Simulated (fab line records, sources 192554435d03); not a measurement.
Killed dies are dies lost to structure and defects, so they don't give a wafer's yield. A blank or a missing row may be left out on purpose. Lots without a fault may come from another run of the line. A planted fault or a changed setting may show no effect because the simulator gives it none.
Which tool did it? | flow n5_finfet | 24 lots, 72 wafers sampled, at 6 steps of a route of 1938

WHAT THE GAUGES READ, wafer by wafer
The record holds no reading of a measuring or inspecting step that can be judged against a usual standard deviation.

WHICH TOOL RAN EACH LOT (tool, then ch and the chambers of the sampled wafers, then the start)
lot  | N5_BEOL_M2_ETCH_63                 | N5_BEOL_M2_HM_OPEN_17             | N5_BEOL_M2_TRENCH_ETCH_37                     | N5_BEOL_M2_SPUTTER_48        | N5_BEOL_M2_ANNEAL_89         | N5_BEOL_M2_DEP_57
L074 | rie_diel-05 ch 0,3, day 6 17:06    | rie_metal-01 ch 1, day 6 17:19    | rie_diel-05 ch 1,2, day 6 21:05 or earlier    | pvd_sputter-03, day 6 21:05  | pvd_sputter-03, day 6 22:03  | pecvd-02 ch 1,2, day 6 23:50
L075 | rie_diel-06 ch 1,2, day 6 21:17    | rie_metal-03 ch 0,1, day 6 21:31  | rie_diel-06 ch 1,2, day 7 02:01 or earlier    | pvd_sputter-01, day 7 02:01  | pvd_sputter-01, day 7 02:58  | pecvd-01 ch 0,2, day 7 04:49
L076 | rie_diel-05 ch 0,3, day 6 23:40    | rie_metal-02 ch 0,1, day 6 23:55  | rie_diel-06 ch 1,2,3, day 7 03:51 or earlier  | pvd_sputter-01, day 7 03:51  | pvd_sputter-01, day 7 04:49  | pecvd-02 ch 0,2, day 7 06:35
L077 | rie_diel-06 ch 1,2, day 7 05:18    | rie_metal-01 ch 0,1, day 7 05:37  | rie_diel-06 ch 0,2,3, day 7 17:26 or earlier  | pvd_sputter-03, day 7 17:26  | pvd_sputter-03, day 7 18:23  | pecvd-03 ch 0,1,2, day 7 20:10
L078 | rie_diel-06 ch 2,3, day 7 12:38    | rie_metal-01 ch 1, day 7 12:50    | rie_diel-02 ch 1,2,3, day 7 17:49 or earlier  | pvd_sputter-01, day 7 17:49  | pvd_sputter-01, day 7 18:47  | pecvd-03 ch 0,1,2, day 7 20:34
L079 | rie_diel-02 ch 0,2,3, day 7 15:19  | rie_metal-02 ch 0,1, day 7 15:31  | rie_diel-02 ch 0,1,2, day 7 21:47 or earlier  | pvd_sputter-01, day 7 21:47  | pvd_sputter-01, day 7 22:44  | pecvd-01 ch 0,1, day 8 00:44
L080 | rie_diel-05 ch 1,2, day 8 00:20    | rie_metal-03 ch 0,1, day 8 00:32  | rie_diel-02 ch 1,2,3, day 8 05:52 or earlier  | pvd_sputter-02, day 8 05:52  | pvd_sputter-02, day 8 06:49  | pecvd-01 ch 0,1,2, day 8 08:52
L081 | rie_diel-02 ch 0,3, day 8 08:26    | rie_metal-01 ch 0,1, day 8 08:38  | rie_diel-06 ch 1,3, day 9 01:05 or earlier    | pvd_sputter-02, day 9 01:05  | pvd_sputter-02, day 9 02:02  | pecvd-02 ch 0,1,2, day 9 03:49
L083 | rie_diel-06 ch 0,3, day 8 18:02    | rie_metal-03 ch 0,1, day 8 18:14  | rie_diel-02 ch 1,2,3, day 9 00:24 or earlier  | pvd_sputter-03, day 9 00:24  | pvd_sputter-03, day 9 01:22  | pecvd-03 ch 0,1, day 9 03:09
L082 | rie_diel-02 ch 1,3, day 8 23:34    | rie_metal-03 ch 0,1, day 8 23:46  | rie_diel-05 ch 1,3, day 9 07:28 or earlier    | pvd_sputter-01, day 9 07:28  | pvd_sputter-01, day 9 08:26  | pecvd-02 ch 0,1, day 9 10:13
L084 | rie_diel-06 ch 0,1, day 8 23:40    | rie_metal-01 ch 0,1, day 8 23:53  | rie_diel-06 ch 0,1, day 9 13:58 or earlier    | pvd_sputter-02, day 9 13:58  | pvd_sputter-02, day 9 14:56  | pecvd-01 ch 0,1, day 9 16:44
L085 | rie_diel-05 ch 2,3, day 9 03:37    | rie_metal-02 ch 0,1, day 9 03:49  | rie_diel-02 ch 1,2,3, day 9 09:50 or earlier  | pvd_sputter-01, day 9 09:50  | pvd_sputter-01, day 9 10:47  | pecvd-02 ch 0,1, day 9 12:34
L086 | rie_diel-02 ch 1,2,3, day 9 12:38  | rie_metal-02 ch 1, day 9 12:50    | rie_diel-02 ch 0,1,2, day 9 17:04 or earlier  | pvd_sputter-01, day 9 17:04  | pvd_sputter-01, day 9 18:01  | pecvd-01 ch 0,1, day 9 19:49
L087 | rie_diel-06 ch 0,2, day 9 22:59    | rie_metal-03 ch 0,1, day 9 23:13  | rie_diel-05 ch 0,1,3, day 10 09:59 or earlier | pvd_sputter-03, day 10 09:59 | pvd_sputter-03, day 10 10:56 | pecvd-01 ch 0,1, day 10 12:52
L089 | rie_diel-02 ch 1,2,3, day 10 08:19 | rie_metal-03 ch 0,1, day 10 08:33 | rie_diel-02 ch 0,3, day 11 05:10 or earlier   | pvd_sputter-02, day 11 05:10 | pvd_sputter-02, day 11 06:07 | pecvd-03 ch 0,1,2, day 11 07:55
L090 | rie_diel-02 ch 0,1,3, day 10 23:11 | rie_metal-02 ch 0,1, day 10 23:23 | rie_diel-02 ch 1,2, day 11 19:06 or earlier   | pvd_sputter-03, day 11 19:06 | pvd_sputter-03, day 11 20:04 | pecvd-02 ch 0,1,2, day 11 21:50
L088 | rie_diel-02 ch 1,2, day 11 02:07   | rie_metal-02 ch 0,1, day 11 02:19 | rie_diel-06 ch 0,1,3, day 11 23:17 or earlier | pvd_sputter-01, day 11 23:17 | pvd_sputter-01, day 12 00:14 | pecvd-01 ch 0,1,2, day 12 02:01
L091 | rie_diel-05 ch 1,2,3, day 11 03:22 | rie_metal-03 ch 0,1, day 11 03:34 | rie_diel-05 ch 0,1,3, day 12 04:02 or earlier | pvd_sputter-02, day 12 04:02 | pvd_sputter-02, day 12 05:00 | pecvd-02 ch 0,1,2, day 12 06:47
L093 | rie_diel-05 ch 0,3, day 11 07:19   | rie_metal-03 ch 0,1, day 11 07:31 | rie_diel-06 ch 1,2, day 12 04:14 or earlier   | pvd_sputter-01, day 12 04:14 | pvd_sputter-01, day 12 05:12 | pecvd-01 ch 0,1,2, day 12 07:04
L092 | rie_diel-05 ch 0,1,3, day 11 14:52 | rie_metal-02 ch 1, day 11 15:08   | rie_diel-02 ch 0,3, day 12 15:59 or earlier   | pvd_sputter-02, day 12 15:59 | pvd_sputter-02, day 12 16:56 | pecvd-01 ch 0,1, day 12 18:45
L094 | rie_diel-06 ch 0,1,3, day 11 14:55 | rie_metal-03 ch 0,1, day 11 15:07 | rie_diel-02 ch 0,2,3, day 12 04:11 or earlier | pvd_sputter-03, day 12 04:11 | pvd_sputter-03, day 12 05:08 | pecvd-03 ch 1,2, day 12 06:56
L096 | rie_diel-05 ch 2,3, day 11 18:37   | rie_metal-02 ch 1, day 11 18:51   | rie_diel-02 ch 2,3, day 12 12:30 or earlier   | pvd_sputter-03, day 12 12:30 | pvd_sputter-03, day 12 13:28 | pecvd-03 ch 0,1,2, day 12 15:14
L095 | rie_diel-06 ch 1,2,3, day 11 20:47 | rie_metal-02 ch 1, day 11 21:00   | rie_diel-05 ch 0,1,3, day 12 18:56 or earlier | pvd_sputter-02, day 12 18:56 | pvd_sputter-02, day 12 20:01 | pecvd-03 ch 0,1, day 12 21:55
L097 | rie_diel-06 ch 1,2, day 12 02:36   | rie_metal-02 ch 1, day 12 02:48   | rie_diel-02 ch 1,3, day 13 08:26 or earlier   | pvd_sputter-03, day 13 08:26 | pvd_sputter-03, day 13 09:24 | pecvd-01 ch 1,2, day 13 11:11
- N5_BEOL_M2_ETCH_63: etches SiARC in CF4, target depth 15.6 nm, time 26 s.
- N5_BEOL_M2_HM_OPEN_17: chemistry Cl2/BCl3, target TiN, target depth 20 nm, overetch 6 nm.
- N5_BEOL_M2_TRENCH_ETCH_37: etches SiOC in C4F6/O2, target depth 55.555 nm, time 29.2 s.
- N5_BEOL_M2_SPUTTER_48: material Cu, target thk 4.5 nm, time 8.29 s.
- N5_BEOL_M2_ANNEAL_89: time 240 s.
- N5_BEOL_M2_DEP_57: deposits SiCN from 3MS/NH3, target thk 8 nm, time 14 s.

WHAT THE TOOLS THEMSELVES READ (means of the sampled wafers that have a number; where no wafer has one, the mark that the record gives instead)
N5_BEOL_M2_ETCH_63. Usual: drypump_motor_current_A 5.8 A, standard deviation 0.58; etch_rf_on_time_s 26.4 s, standard deviation 0.73; oes_product_au 0.63 a.u., standard deviation 0.049; rf_vpp_V 183.8 V, standard deviation 1.2; showerhead_plenum_p_Torr 2.12 Torr, standard deviation 0.066; throttle_valve_pct 15.69 %, standard deviation 0.28.
lot  | tool        | drypump_motor_current_A (A) | etch_rf_on_time_s (s) | oes_product_au (a.u.) | rf_vpp_V (V) | showerhead_plenum_p_Torr (Torr) | throttle_valve_pct (%) | flag
L074 | rie_diel-05 | 5.8                         | 26.1                  | 0.73                  | 184.0        | 2.12                            | 15.45                  |
L075 | rie_diel-06 | 5.3                         | 27.1                  | 0.60                  | 183.9        | 2.10                            | 15.98                  |
L076 | rie_diel-05 | 5.8                         | 26.3                  | 0.72                  | 183.4        | 2.12                            | 15.46                  |
L077 | rie_diel-06 | 5.3                         | 26.8                  | 0.59                  | 183.8        | 2.10                            | 15.99                  |
L078 | rie_diel-06 | 4.9                         | 27.1                  | 0.59                  | 183.8        | 2.16                            | 15.79                  |
L079 | rie_diel-02 | 5.8                         | 25.9                  | 0.65                  | 184.4        | 2.15                            | 15.68                  |
L080 | rie_diel-05 | 6.6                         | 26.8                  | 0.64                  | 184.5        | 2.15                            | 15.49                  |
L081 | rie_diel-02 | 5.7                         | 25.6                  | 0.66                  | 184.9        | 2.14                            | 15.71                  |
L083 | rie_diel-06 | 5.5                         | 26.6                  | 0.59                  | 182.6        | 2.03                            | 15.70                  |
L082 | rie_diel-02 | 6.0                         | 25.7                  | 0.64                  | 184.4        | 2.17                            | 15.67                  |
L084 | rie_diel-06 | 5.7                         | 26.5                  | 0.59                  | 183.0        | 2.03                            | 15.94                  |
L085 | rie_diel-05 | 5.7                         | 26.4                  | 0.68                  | 183.5        | 2.11                            | 15.60                  |
L086 | rie_diel-02 | 6.2                         | 26.2                  | 0.65                  | 184.3        | 2.18                            | 15.60                  |
L087 | rie_diel-06 | 5.5                         | 26.9                  | 0.58                  | 182.9        | 2.08                            | 15.96                  |
L089 | rie_diel-02 | 6.2                         | 25.9                  | 0.65                  | 184.4        | 2.18                            | 15.63                  |
L090 | rie_diel-02 | 6.0                         | 25.5                  | 0.65                  | 184.3        | 2.17                            | 15.66                  |
L088 | rie_diel-02 | 6.5                         | 26.1                  | 0.66                  | 184.9        | 2.22                            | 15.48                  |
L091 | rie_diel-05 | 6.1                         | 27.0                  | 0.64                  | 183.8        | 2.12                            | 15.58                  |
L093 | rie_diel-05 | 5.7                         | 26.0                  | 0.70                  | 183.7        | 2.11                            | 15.52                  |
L092 | rie_diel-05 | 6.2                         | 26.3                  | 0.67                  | 183.8        | 2.13                            | 15.48                  |
L094 | rie_diel-06 | 5.4                         | 26.6                  | 0.59                  | 182.9        | 2.04                            | 15.78                  |
L096 | rie_diel-05 | 5.7                         | 26.3                  | 0.67                  | 182.9        | 2.10                            | 15.63                  |
L095 | rie_diel-06 | 5.1                         | 27.0                  | 0.58                  | 182.8        | 2.10                            | 15.84                  |
L097 | rie_diel-06 | 5.1                         | 27.3                  | 0.56                  | 184.6        | 2.15                            | 16.09                  |

N5_BEOL_M2_HM_OPEN_17. Usual: drypump_motor_current_A 5.8 A, standard deviation 0.52; he_backside_leak_sccm 3.35 sccm, standard deviation 0.16; oes_product_au 0.66 a.u., standard deviation 0.084; throttle_valve_pct 22.13 %, standard deviation 0.14.
lot  | tool         | drypump_motor_current_A (A) | he_backside_leak_sccm (sccm) | oes_product_au (a.u.) | throttle_valve_pct (%) | flag
L074 | rie_metal-01 | 5.9                         | 3.62                         | 0.80                  | 21.92                  |
L075 | rie_metal-03 | 6.2                         | 3.45                         | 0.71                  | 22.07                  |
L076 | rie_metal-02 | 5.6                         | 3.34                         | 0.57                  | 22.25                  |
L077 | rie_metal-01 | 5.5                         | 3.42                         | 0.78                  | 21.93                  |
L078 | rie_metal-01 | 5.9                         | 3.62                         | 0.79                  | 21.91                  |
L079 | rie_metal-02 | 5.8                         | 3.30                         | 0.59                  | 22.27                  |
L080 | rie_metal-03 | 5.9                         | 3.39                         | 0.68                  | 22.04                  |
L081 | rie_metal-01 | 5.0                         | 3.25                         | 0.78                  | 21.93                  |
L083 | rie_metal-03 | 6.2                         | 3.29                         | 0.70                  | 22.07                  |
L082 | rie_metal-03 | 6.2                         | 3.39                         | 0.70                  | 22.07                  |
L084 | rie_metal-01 | 5.0                         | 3.38                         | 0.78                  | 21.94                  |
L085 | rie_metal-02 | 5.8                         | 3.40                         | 0.59                  | 22.26                  |
L086 | rie_metal-02 | 6.1                         | 3.36                         | 0.61                  | 22.26                  |
L087 | rie_metal-03 | 6.0                         | 3.45                         | 0.67                  | 22.06                  |
L089 | rie_metal-03 | 6.2                         | 3.21                         | 0.68                  | 22.09                  |
L090 | rie_metal-02 | 5.8                         | 3.39                         | 0.58                  | 22.28                  |
L088 | rie_metal-02 | 5.8                         | 3.48                         | 0.58                  | 22.29                  |
L091 | rie_metal-03 | 6.2                         | 3.28                         | 0.69                  | 22.08                  |
L093 | rie_metal-03 | 6.0                         | 3.24                         | 0.66                  | 22.05                  |
L092 | rie_metal-02 | 6.1                         | 3.43                         | 0.60                  | 22.31                  |
L094 | rie_metal-03 | 6.0                         | 3.39                         | 0.66                  | 22.06                  |
L096 | rie_metal-02 | 6.1                         | 3.31                         | 0.60                  | 22.29                  |
L095 | rie_metal-02 | 6.1                         | 3.39                         | 0.60                  | 22.29                  |
L097 | rie_metal-02 | 6.1                         | 3.20                         | 0.60                  | 22.29                  |

N5_BEOL_M2_TRENCH_ETCH_37. Usual: drypump_motor_current_A 5.9 A, standard deviation 0.55; oes_product_au 0.74 a.u., standard deviation 0.049; rf_vpp_V 671 V, standard deviation 13; showerhead_plenum_p_Torr 2.85 Torr, standard deviation 0.09; throttle_valve_pct 20.96 %, standard deviation 0.28.
lot  | tool        | drypump_motor_current_A (A) | oes_product_au (a.u.) | rf_vpp_V (V) | showerhead_plenum_p_Torr (Torr) | throttle_valve_pct (%) | flag
L074 | rie_diel-05 | 6.4                         | 0.74                  | 669          | 2.86                            | 21.04                  |
L075 | rie_diel-06 | 5.1                         | 0.69                  | 681          | 2.87                            | 21.32                  |
L076 | rie_diel-06 | 5.1                         | 0.71                  | 679          | 2.80                            | 21.02                  |
L077 | rie_diel-06 | 5.2                         | 0.70                  | 665          | 2.79                            | 20.95                  |
L078 | rie_diel-02 | 6.2                         | 0.78                  | 664          | 2.91                            | 20.85                  |
L079 | rie_diel-02 | 6.2                         | 0.79                  | 674          | 2.91                            | 20.78                  |
L080 | rie_diel-02 | 6.2                         | 0.77                  | 664          | 2.90                            | 20.85                  |
L081 | rie_diel-06 | 5.3                         | 0.71                  | 681          | 2.72                            | 21.01                  |
L083 | rie_diel-02 | 6.2                         | 0.76                  | 663          | 2.90                            | 20.86                  |
L082 | rie_diel-05 | 6.3                         | 0.79                  | 677          | 2.86                            | 20.67                  |
L084 | rie_diel-06 | 5.7                         | 0.70                  | 659          | 2.69                            | 21.14                  |
L085 | rie_diel-02 | 6.2                         | 0.77                  | 662          | 2.90                            | 20.86                  |
L086 | rie_diel-02 | 6.2                         | 0.78                  | 673          | 2.90                            | 20.80                  |
L087 | rie_diel-05 | 6.2                         | 0.80                  | 679          | 2.85                            | 20.80                  |
L089 | rie_diel-02 | 5.7                         | 0.72                  | 670          | 2.83                            | 21.11                  |
L090 | rie_diel-02 | 6.3                         | 0.77                  | 666          | 2.90                            | 20.79                  |
L088 | rie_diel-06 | 5.4                         | 0.69                  | 667          | 2.70                            | 20.96                  |
L091 | rie_diel-05 | 6.2                         | 0.79                  | 678          | 2.84                            | 20.81                  |
L093 | rie_diel-06 | 5.1                         | 0.67                  | 681          | 2.85                            | 21.39                  |
L092 | rie_diel-02 | 5.7                         | 0.73                  | 680          | 2.83                            | 21.04                  |
L094 | rie_diel-02 | 5.8                         | 0.73                  | 675          | 2.84                            | 21.01                  |
L096 | rie_diel-02 | 6.0                         | 0.72                  | 669          | 2.84                            | 20.97                  |
L095 | rie_diel-05 | 6.2                         | 0.79                  | 679          | 2.84                            | 20.82                  |
L097 | rie_diel-02 | 6.4                         | 0.75                  | 656          | 2.94                            | 20.85                  |

N5_BEOL_M2_SPUTTER_48. Usual: throttle_valve_pct 30.3 %, standard deviation 1.
lot  | tool           | throttle_valve_pct (%) | flag
L074 | pvd_sputter-03 | 29.9                   |
L075 | pvd_sputter-01 | 29.9                   |
L076 | pvd_sputter-01 | 30.0                   |
L077 | pvd_sputter-03 | 30.3                   |
L078 | pvd_sputter-01 | 30.1                   |
L079 | pvd_sputter-01 | 30.5                   |
L080 | pvd_sputter-02 | 31.1                   |
L081 | pvd_sputter-02 | 29.9                   |
L083 | pvd_sputter-03 | 30.6                   |
L082 | pvd_sputter-01 | 30.6                   |
L084 | pvd_sputter-02 | 29.0                   |
L085 | pvd_sputter-01 | 30.7                   |
L086 | pvd_sputter-01 | 30.3                   |
L087 | pvd_sputter-03 | 29.1                   |
L089 | pvd_sputter-02 | 30.4                   |
L090 | pvd_sputter-03 | 29.5                   |
L088 | pvd_sputter-01 | 30.6                   |
L091 | pvd_sputter-02 | 30.1                   |
L093 | pvd_sputter-01 | 30.5                   |
L092 | pvd_sputter-02 | 30.5                   |
L094 | pvd_sputter-03 | 30.0                   |
L096 | pvd_sputter-03 | 29.7                   |
L095 | pvd_sputter-02 | 29.4                   |
L097 | pvd_sputter-03 | 30.5                   |

N5_BEOL_M2_ANNEAL_89. Usual: heater_power_w 843 W, standard deviation 78.
lot  | tool           | heater_power_w (W) | flag
L074 | pvd_sputter-03 | 857                |
L075 | pvd_sputter-01 | 895                |
L076 | pvd_sputter-01 | 819                |
L077 | pvd_sputter-03 | 778                |
L078 | pvd_sputter-01 | 900                |
L079 | pvd_sputter-01 | 792                |
L080 | pvd_sputter-02 | 851                |
L081 | pvd_sputter-02 | 841                |
L083 | pvd_sputter-03 | 885                |
L082 | pvd_sputter-01 | 884                |
L084 | pvd_sputter-02 | 841                |
L085 | pvd_sputter-01 | 784                |
L086 | pvd_sputter-01 | 801                |
L087 | pvd_sputter-03 | 841                |
L089 | pvd_sputter-02 | 847                |
L090 | pvd_sputter-03 | 774                |
L088 | pvd_sputter-01 | 962                |
L091 | pvd_sputter-02 | 878                |
L093 | pvd_sputter-01 | 865                |
L092 | pvd_sputter-02 | 870                |
L094 | pvd_sputter-03 | 861                |
L096 | pvd_sputter-03 | 809                |
L095 | pvd_sputter-02 | 863                |
L097 | pvd_sputter-03 | 775                |

N5_BEOL_M2_DEP_57. Usual: chamber_pressure_Torr 3.000 Torr, standard deviation 0.0064; showerhead_plenum_p_Torr 3.666 Torr, standard deviation 0.016; showerhead_vpp_V 878 V, standard deviation 43; throttle_valve_pct 9.0 %, standard deviation 0.39.
lot  | tool     | chamber_pressure_Torr (Torr) | showerhead_plenum_p_Torr (Torr) | showerhead_vpp_V (V) | throttle_valve_pct (%) | flag
L074 | pecvd-02 | 3.004                        | 3.668                           | 881                  | 9.2                    |
L075 | pecvd-01 | 3.005                        | 3.674                           | 851                  | 9.5                    |
L076 | pecvd-02 | 2.998                        | 3.659                           | 935                  | 8.5                    |
L077 | pecvd-03 | 3.005                        | 3.667                           | 880                  | 9.0                    |
L078 | pecvd-03 | 2.998                        | 3.668                           | 888                  | 9.0                    |
L079 | pecvd-01 | 2.994                        | 3.660                           | 850                  | 9.0                    |
L080 | pecvd-01 | 2.995                        | 3.673                           | 854                  | 9.2                    |
L081 | pecvd-02 | 3.001                        | 3.665                           | 913                  | 8.7                    |
L083 | pecvd-03 | 2.996                        | 3.680                           | 866                  | 9.2                    |
L082 | pecvd-02 | 3.005                        | 3.671                           | 865                  | 8.9                    |
L084 | pecvd-01 | 3.003                        | 3.674                           | 854                  | 9.0                    |
L085 | pecvd-02 | 2.998                        | 3.668                           | 892                  | 8.8                    |
L086 | pecvd-01 | 2.998                        | 3.663                           | 853                  | 8.8                    |
L087 | pecvd-01 | 3.006                        | 3.661                           | 856                  | 8.9                    |
L089 | pecvd-03 | 2.999                        | 3.673                           | 885                  | 9.0                    |
L090 | pecvd-02 | 3.002                        | 3.659                           | 903                  | 8.9                    |
L088 | pecvd-01 | 2.998                        | 3.665                           | 857                  | 8.8                    |
L091 | pecvd-02 | 2.992                        | 3.664                           | 903                  | 8.9                    |
L093 | pecvd-01 | 3.005                        | 3.668                           | 844                  | 8.9                    |
L092 | pecvd-01 | 2.995                        | 3.674                           | 858                  | 8.8                    |
L094 | pecvd-03 | 3.001                        | 3.651                           | 894                  | 9.2                    |
L096 | pecvd-03 | 2.998                        | 3.668                           | 886                  | 9.1                    |
L095 | pecvd-03 | 3.000                        | 3.675                           | 853                  | 9.4                    |
L097 | pecvd-01 | 3.000                        | 3.668                           | 837                  | 8.4                    |

THE ANSWER, worked out from the rows above alone
Rule: a lot is off if the mean of its wafers that have a number lies more than 3 standard deviations from the usual mean. A lot without any number at a reading at which 4 lots or more have one is off too. The other lots that the step has rows for count as sound. The gauges are gone through in route order, then the tools' own readings, and for those a lot's mean is taken as printed above. The first step at which some lot is off is used, and at that step the reading that is off furthest; a lot without a number counts as furthest.
No lot is off at any reading shown: from this, nothing can be told.

WHAT THE SIMULATOR HAD PUT IN
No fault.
